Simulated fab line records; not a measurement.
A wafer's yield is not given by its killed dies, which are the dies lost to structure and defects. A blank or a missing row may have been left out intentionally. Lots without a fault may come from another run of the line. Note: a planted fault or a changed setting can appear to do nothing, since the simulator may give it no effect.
8D (eight disciplines) problem report, filled in by code	flow n5Finfet	the parts of the form that need people (team, actions taken, sign-off) are left out

1. THE PROBLEM
Mean of killed_at_M0_to_M3 at N5_PASSIVATION_PROBE_49: 149 over 2 wafers from 1 lot, against 34 (standard deviation 11) on wafers with no fault. Relative to the usual mean, that is a shift of +10 standard deviations.
First seen on wafer L178.4, day 16 18:22, on prober-01. At this step, 6 wafers from 2 lots have a number in the record. Rule for "out" (also "out of limits"): further than 4 standard deviations from the usual mean. Any other wafer with a number is counted as sound.

2. WHAT IT IS, AND WHAT IT ISN'T
question	is	is not
which readings at this step	killed_at_M0_to_M3, defectLimitedYield, killedDies, killedOnRim, sort_bin_5_function, sortNPass, sortYieldPct	killed_at_M4_up, killedAtContacts, killedAtFrontEnd, killedAtOther, killedOpen, killedShort
which lots	L178	L162
which wafers of those lots	L178.4, L178.5	L178.2
read on which tools	prober-01	prober-02
when	from day 16 18:22	up to then (4 sound wafers)

3. WHAT RULES OUT EACH SUSPECT
Counting: a tool at a process step up to the reading stays a suspect if it ran every lot that is out. Sound lots after the first of them don't rule it out here, since some wafers of a struck lot are sound.
- pvdSputter-02 at N5_BEOL_M2_SPUTTER_48 (material Cu, target thk 4.5 nm, time 8.29 s): kept. It ran the lot that is out, L178 (day 11 05:57).
- rieDiel-01 at N5_PASSIVATION_STRIP_14 (strips in O2): kept. It ran the lot that is out, L178 (day 16 11:36).
- rieDiel-05 at N5_PASSIVATION_PASS_ETCH_47 (etches SiNx in CF4/O2, target depth 770 nm, time 385 s): kept. L178, the lot that is out, went through it at day 16 15:10; up to then, the latest sound lot through it was L162 at day 12 23:19.
- prober-01 at N5_PASSIVATION_PROBE_49: kept. It ran the lot that is out, L178 (day 16 18:16). Its own readings are out on those wafers: defectLimitedYield, killed_at_M0_to_M3, killedDies, killedOnRim, sort_bin_5_function, sortNPass, sortYieldPct.
- Within rieDiel-01 at N5_PASSIVATION_STRIP_14: the wafers that are out ran in chambers 1, 2; their sound lot-mates ran in chamber 3.
- Within rieDiel-05 at N5_PASSIVATION_PASS_ETCH_47: the wafers that are out ran in chambers 0, 1; their sound lot-mates ran in chamber 3.
Left after counting: pvdSputter-02 at N5_BEOL_M2_SPUTTER_48, rieDiel-01 at N5_PASSIVATION_STRIP_14, rieDiel-05 at N5_PASSIVATION_PASS_ETCH_47, prober-01 at N5_PASSIVATION_PROBE_49.

4. THE CAUSE (what the simulator had put in)
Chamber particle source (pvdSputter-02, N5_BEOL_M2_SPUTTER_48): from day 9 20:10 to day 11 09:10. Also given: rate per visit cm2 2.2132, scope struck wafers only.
Counting left 4 suspects, and this tool is among them.

5. THE EFFECT CHAIN, in route order
One row per reading whose mean, taken over the struck wafers that have a number, lies over 3 standard deviations from the usual. Readings are gone through only where the record gives a usual standard deviation; hours: the median, over the lots, of the time from a lot's start at the first step in this table giving one to that lot's start at this step; sigmas: the change measured in usual standard deviations.
hours	step	reading	usual	on struck wafers	change	sigmas
0	N5_PASSIVATION_PROBE_49	defectLimitedYield	91.2 %	82.0	-9.2	-6.1
0	N5_PASSIVATION_PROBE_49	killed_at_M0_to_M3	34	149	+115	+10
0	N5_PASSIVATION_PROBE_49	killedDies	103	212	+110	+6.1
0	N5_PASSIVATION_PROBE_49	killedOnRim	14	33	+19	+4.6
0	N5_PASSIVATION_PROBE_49	sort_bin_5_function	5.1 %	9.8	+4.7	+4.7
0	N5_PASSIVATION_PROBE_49	sortNPass	1076	968	-108	-6.0
0	N5_PASSIVATION_PROBE_49	sortYieldPct	91.2 %	82.0	-9.2	-6.1
The process steps in it:
- N5_PASSIVATION_PROBE_49

6. WHAT WOULD HAVE CAUGHT IT SOONER
The fault began at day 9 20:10; the first out-of-limits reading in this record came at day 16 18:22, 166 hours later.
Of the tool readings at N5_BEOL_M2_SPUTTER_48 for which the record gives a usual standard deviation, none was out on any struck wafer, so an alarm limit of 4 standard deviations on them would not have fired.
By day 16 18:22, every lot that is out (1) had started N5_BEOL_M2_SPUTTER_48 on pvdSputter-02. Had the tool been put on hold then, not one of them would have been saved.
